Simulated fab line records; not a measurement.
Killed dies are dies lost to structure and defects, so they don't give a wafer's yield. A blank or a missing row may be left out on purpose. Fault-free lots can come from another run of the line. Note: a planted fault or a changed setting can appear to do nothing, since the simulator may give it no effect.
fab line records	flow n5_finfet
record lots=7	wafers=39
route steps=1938 shown SD_EPI_N@288 SD_EPI_P@321 MOL_CONTACT_COAG@629
start_h: the number of hours between the record's first day and the start of the first shown wafer of the lot	wait_h: hours elapsed since this lot's preceding step	" as in the row above	L1.1+2: one row covering several wafers at once	- no value present, or no start provided	* or withheld: withheld	< > ~ a bound
route shown NAME@n: a module of which the file shows steps, and the number in the route of the first	usual: average and standard deviation across the fault-free wafers	same: alike in all rows	chamber/n: place in a boat	sites: the reading at each site	_std_site: standard deviation across them	_edge_site: inner sites' mean taken away from outer sites' mean	radius_mm: how far each site lies from the wafer's centre	mask NAME#n: copy n	behind: tool/chamber where the wafer was last shaped	hold: why the lot went on hold/how many hours it stayed there/how the hold came to an end	device: names the non-switching transistor (n, p or np)	end of line: the route-end tests of the same wafers	for a step that has no rows: nothing shown but its recipe	killed: the dies lost at the first sort to structure and to defects; this is not the yield of the wafer	map: a wafer's dies, marking killed ones x, the rest . and places with no die _
set.NAME: the setting that was run; set.NAME@STEP: the one run at that earlier step	model.NAME: the simulator's own value behind a step, which no gauge read
one table per step and one row per wafer, for lots whose settings were changed on purpose
## steps
# step N5_SD_EPI_N_EPI_21
# recipe material=Si:P	dopant=P	temp_c=680	pressure_torr=255	time_s=690
lot.wafer	tool	chamber	start_h	wait_h	set.epi_growth_time_s	model.Si-P_of_SD_EPI_N_EPI_21.thk_nm
L075.1	epi_rpcvd-02	0	55.04	0.1	690	58.6
L075.2	"	0	"	"	652	57.2
L075.3	"	0	"	"	652	57.4
L075.4	"	0	"	"	690	59.2
L075.5	"	0	"	"	652	57
L075.6	"	0	"	"	690	59
L078.1	epi_rpcvd-01	0	78.68	0.2	690	59.6
L078.2	"	0	"	"	690	58.2
L078.3	"	0	"	"	633.6	56.4
L078.4	"	0	"	"	690	58
L078.5	"	0	"	"	633.6	56.2
L078.6	"	0	"	"	633.6	55.6
L081.1	epi_rpcvd-02	0	93.02	0.1	690	59.4
L081.2	"	0	"	"	690	59.2
L081.3	"	0	"	"	690	59.8
L081.4	"	0	"	"	742	62.6
L081.5	"	0	"	"	742	61.8
L081.6	"	0	"	"	742	63
L082.1	epi_rpcvd-03	0	98.67	0.1	690	58.6
L082.2	"	0	"	"	690	57.8
L082.3	"	0	"	"	690	58.4
L082.4+5	"	0	"	"	621	54
L082.6	"	0	"	"	621	53.8
L086.3	epi_rpcvd-01	0	124.59	0.9	690	59.2
L086.4	"	0	"	"	690	59
L086.6	"	0	"	"	690	59.4
L089.1	epi_rpcvd-02	0	141.92	0.1	612.8	54.6
L089.2	"	0	"	"	690	59.2
L089.3+4	"	0	"	"	690	59.8
L089.5	"	0	"	"	612.8	54.2
L089.6	"	0	"	"	612.8	55
L091.1	epi_rpcvd-02	0	155.38	0.2	761.6	63.4
L091.2	"	0	"	"	690	59.6
L091.3	"	0	"	"	761.6	63
L091.4	"	0	"	"	690	59
L091.5	"	0	"	"	761.6	63.8
L091.6	"	0	"	"	690	59.4
# step N5_SD_EPI_N_EPI_MEAS_23
# recipe mode=xrd
# usual thk_nm=59.1/1.1
lot.wafer	tool	chamber	start_h	wait_h	set.epi_growth_time_s@SD_EPI_N_EPI_21	thk_nm
L075.1	film_metro-02	-	56.76	1.4	690	58.2
L075.2	"	-	"	"	652	57.0
L075.3	"	-	"	"	652	57.3
L075.4	"	-	"	"	690	59.3
L075.5	"	-	"	"	652	56.0
L075.6	"	-	"	"	690	56.9
L078.1	film_metro-01	-	80.96	1.9	690	59.2
L078.2	"	-	"	"	690	59.1
L078.3	"	-	"	"	633.6	55.8
L078.4	"	-	"	"	690	57.2
L078.5	"	-	"	"	633.6	57.2
L078.6	"	-	"	"	633.6	56.2
L081.1	film_metro-01	-	94.74	1.4	690	61.0
L081.2	"	-	"	"	690	60.3
L081.3	"	-	"	"	690	60.9
L081.4	"	-	"	"	742	63.0
L081.5	"	-	"	"	742	63.4
L081.6	"	-	"	"	742	63.5
L082.1	film_metro-02	-	100.39	1.4	690	57.5
L082.2	"	-	"	"	690	57.0
L082.3	"	-	"	"	690	60.1
L082.4	"	-	"	"	621	53.1
L082.5	"	-	"	"	621	53.9
L082.6	"	-	"	"	621	54.5
L086.3	film_metro-01	-	126.12	1.2	690	59.2
L086.4	"	-	"	"	690	58.3
L086.6	"	-	"	"	690	58.9
L089.1	film_metro-02	-	143.64	1.4	612.8	54.5
L089.2	"	-	"	"	690	60.0
L089.3	"	-	"	"	690	58.6
L089.4	"	-	"	"	690	59.2
L089.5	"	-	"	"	612.8	54.1
L089.6	"	-	"	"	612.8	54.0
L091.1	film_metro-02	-	157.65	1.9	761.6	64.2
L091.2	"	-	"	"	690	60.0
L091.3	"	-	"	"	761.6	63.9
L091.4	"	-	"	"	690	58.5
L091.5	"	-	"	"	761.6	63.9
L091.6	"	-	"	"	690	60.0
# step N5_SD_EPI_N_PRECLEAN_24
# recipe chemistry=O3/DIW	time_s=60	temp_c=22	o3_ppm=10
# step N5_SD_EPI_N_SRD_25
# recipe time_s=30	temp_c=23	rinse_liquid=diw	dry=ipa_marangoni
# step N5_SD_EPI_P_EPI_21
# recipe material=SiGe:B	dopant=B	temp_c=550	pressure_torr=20	ambient=H2	time_s=355
# step N5_SD_EPI_P_HM_STRIP_48
# recipe chemistry=H3PO4	temp_c=160	material=SiNx	target=SiNx	target_depth_a=30	overetch_fraction=0.3
lot.wafer	tool	chamber	start_h	wait_h	set.epi_growth_time_s@SD_EPI_N_EPI_21	model.Si-P_of_SD_EPI_N_EPI_21.thk_nm
L075.1	wet_bench-04	2	62.00	0.0	690	57.8
L075.2+5	"	6,4	"	"	652	56.4
L075.3	"	5	"	"	652	56.8
L075.4	"	3	"	"	690	58.6
L075.6	"	1	"	"	690	58.4
L078.1	wet_bench-02	3	86.39	0.0	690	58.8
L078.2	"	4	"	"	690	57.6
L078.3	"	0	"	"	633.6	55.8
L078.4	"	1	"	"	690	57.4
L078.5	"	7	"	"	633.6	55.6
L078.6	"	2	"	"	633.6	55
L081.1	wet_bench-03	1	99.36	0.0	690	58.8
L081.2	"	5	"	"	690	58.6
L081.3	"	2	"	"	690	59.2
L081.4	"	6	"	"	742	62
L081.5	"	7	"	"	742	61
L081.6	"	0	"	"	742	62.4
L082.1+3	wet_bench-04	6,5	105.37	0.0	690	57.8
L082.2	"	7	"	"	690	57.2
L082.4+5	"	4,1	"	"	621	53.4
L082.6	"	0	"	"	621	53.2
L086.3	wet_bench-04	2	130.75	0.0	690	58.6
L086.4	"	0	"	"	690	58.4
L086.6	"	5	"	"	690	58.8
L089.1	wet_bench-02	4	148.46	0.0	612.8	54
L089.2	"	7	"	"	690	58.4
L089.3+4	"	6,5	"	"	690	59.2
L089.5	"	1	"	"	612.8	53.6
L089.6	"	0	"	"	612.8	54.4
L091.1	wet_bench-03	1	164.37	0.0	761.6	62.8
L091.2	"	0	"	"	690	59
L091.3	"	6	"	"	761.6	62.4
L091.4	"	5	"	"	690	58.4
L091.5	"	7	"	"	761.6	63
L091.6	"	2	"	"	690	58.8
# step N5_MOL_CONTACT_COAG_ANNEAL_112
# recipe temp_c=400	time_s=1800	ambient=HPD2	pressure_atm=10
# usual wafer_temp_C_max=402.9/0.58
lot.wafer	tool	chamber	start_h	wait_h	set.temp_c	wafer_temp_C_max
L075.1	hp_anneal-01	0	105.04	0.0	395.7	399.6
L075.2	"	0	"	"	395.7	398.0
L075.3	"	0	"	"	395.7	399.1
L075.4	"	0	"	"	395.7	399.4
L075.5	"	0	"	"	395.7	398.2
L075.6	"	0	"	"	395.7	398.4
L078.1	hp_anneal-01	0	129.40	0.0	407	409.5
L078.2	"	0	"	"	407	410.0
L078.3	"	0	"	"	407	408.6
L078.4	"	0	"	"	407	409.9
L078.5	"	0	"	"	407	409.9
L078.6	"	0	"	"	407	409.0
L081.1	hp_anneal-01	0	142.30	0.6	390.9	393.4
L081.2	"	0	"	"	390.9	393.7
L081.3	"	0	"	"	390.9	393.4
L081.4	"	0	"	"	390.9	393.7
L081.5	"	0	"	"	390.9	394.5
L081.6	"	0	"	"	390.9	394.2
L082.1	hp_anneal-01	0	151.27	0.0	411.4	415.4
L082.2	"	0	"	"	411.4	414.7
L082.3	"	0	"	"	411.4	414.7
L082.4	"	0	"	"	411.4	413.8
L082.5	"	0	"	"	411.4	416.3
L082.6	"	0	"	"	411.4	414.4
L086.3	hp_anneal-01	0	178.05	0.0	400	403.5
L086.4	"	0	"	"	400	402.5
L086.6	"	0	"	"	400	402.7
L089.1	hp_anneal-01	0	191.06	0.4	392.2	394.5
L089.2	"	0	"	"	392.2	394.8
L089.3	"	0	"	"	392.2	394.7
L089.4	"	0	"	"	392.2	394.8
L089.5	"	0	"	"	392.2	394.7
L089.6	"	0	"	"	392.2	394.0
L091.1	hp_anneal-01	0	206.71	0.0	406.5	410.1
L091.2	"	0	"	"	406.5	409.2
L091.3	"	0	"	"	406.5	409.4
L091.4	"	0	"	"	406.5	409.2
L091.5	"	0	"	"	406.5	409.0
L091.6	"	0	"	"	406.5	409.8
## key
split step=N5_SD_EPI_N_EPI_21	setting=epi_growth_time_s	stated=690	by=wafer
response step=N5_SD_EPI_N_EPI_21	reading=model.Si-P_of_SD_EPI_N_EPI_21.thk_nm	change=+0.399	per=1%	r=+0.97
response step=N5_SD_EPI_N_EPI_MEAS_23	reading=thk_nm	change=*	per=1%	r=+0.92
response step=N5_SD_EPI_P_HM_STRIP_48	reading=model.Si-P_of_SD_EPI_N_EPI_21.thk_nm	change=+0.393	per=1%	r=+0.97
split step=N5_MOL_CONTACT_COAG_ANNEAL_112	setting=temp_c	stated=400	by=lot
response step=N5_MOL_CONTACT_COAG_ANNEAL_112	reading=wafer_temp_C_max	change=*	per=1%	r=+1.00
